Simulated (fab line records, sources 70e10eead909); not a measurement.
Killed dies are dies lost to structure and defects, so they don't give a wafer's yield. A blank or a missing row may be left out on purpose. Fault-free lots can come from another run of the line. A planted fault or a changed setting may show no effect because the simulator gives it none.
Which tool is to blame? | flow nand harc | 6 lots with 18 wafers sampled at 5 steps, on a route of 1302 steps

WHAT THE GAUGES READ, wafer by wafer
NHARC_END_SORT_01.
lot  | measured     | on        | killed at other
L749 | day 25 21:15 | prober-02 | 1 2 0
L752 | day 26 04:16 | prober-02 | 3 3 4
L753 | day 28 17:22 | prober-01 | 0 1 1
L760 | day 29 10:28 | prober-02 | 1 1 1
L765 | day 31 13:16 | prober-02 | 0 72 0
L770 | day 33 09:28 | prober-01 | 0 0 1

WHAT TOOL EACH LOT RAN ON (gives the tool, then ch and the chambers of the sampled wafers, and finally the start)
lot  | NHARC_THIN_TSV_PRECLEAN_41          | NHARC_THIN_TSV_DEGAS_49      | NHARC_THIN_TSV_ANNEAL_52         | NHARC_THIN_TSV_DESCUM_35
L749 | wet bench-08 ch 1,2,3, day 24 15:44 | pvd sputter-03, day 24 19:32 | rtp anneal-02 ch 0, day 24 20:49 | rie diel-07 ch 0,3, day 24 22:49
L752 | wet bench-10 ch 2,3,6, day 25 01:38 | pvd sputter-01, day 25 05:17 | rtp anneal-01 ch 0, day 25 06:30 | rie diel-07 ch 0,1, day 25 08:34
L753 | wet bench-08 ch 1,4,7, day 27 17:24 | pvd sputter-03, day 27 21:31 | rtp anneal-02 ch 0, day 27 22:41 | rie diel-11 ch 0,2, day 28 00:41
L760 | wet bench-08 ch 0,1,7, day 28 18:26 | pvd sputter-03, day 28 22:11 | rtp anneal-02 ch 0, day 28 23:22 | rie diel-02 ch 0,2,3, day 29 01:30
L765 | wet bench-08 ch 2,3,5, day 30 22:35 | pvd sputter-02, day 31 02:23 | rtp anneal-01 ch 0, day 31 03:34 | rie diel-02 ch 0,1,3, day 31 05:40
L770 | wet bench-10 ch 1,4,5, day 32 17:14 | pvd sputter-03, day 32 21:00 | rtp anneal-02 ch 0, day 32 22:23 | rie diel-11 ch 1,2, day 33 00:27
- NHARC_THIN_TSV_PRECLEAN_41: cleans in SC1.
- NHARC_THIN_TSV_DEGAS_49: time 120 s.
- NHARC_THIN_TSV_ANNEAL_52: time 90 s.
- NHARC_THIN_TSV_DESCUM_35: chemistry O2, time 3 s.

THE ANSWER, worked out from the rows above alone
Rule: usual is defined by the lots themselves. Put in order of their means at a reading, lots are off if they are a third of the lots or fewer, leave a main group of 4 or more, and stand apart from it by a gap of 3 or more times the standard deviation of the main group's means; of several such gaps the widest counts. The tables above print the reading to a certain number of digits; a main group whose means all agree to those digits is not used. Also off: a lot with no number at a reading for which 4 or more lots have one. The other lots that the step has rows for count as sound.
Off, at NHARC_END_SORT_01 on killed at other: L765. Mean 1.3 and standard deviation 1.1 in the main group.
If a tool, at a process step before that reading, ran all the lots that are off and no sound lot after the first of them, it fits. Gauges at NHARC_END_SORT_01: tried the same way as those tools. Can't be told from this: 5 tools fit, wet bench-08 at NHARC_THIN_TSV_PRECLEAN_41, pvd sputter-02 at NHARC_THIN_TSV_DEGAS_49, rtp anneal-01 at NHARC_THIN_TSV_ANNEAL_52, rie diel-02 at NHARC_THIN_TSV_DESCUM_35, prober-02 at NHARC_END_SORT_01.

WHAT THE SIMULATOR PUT IN
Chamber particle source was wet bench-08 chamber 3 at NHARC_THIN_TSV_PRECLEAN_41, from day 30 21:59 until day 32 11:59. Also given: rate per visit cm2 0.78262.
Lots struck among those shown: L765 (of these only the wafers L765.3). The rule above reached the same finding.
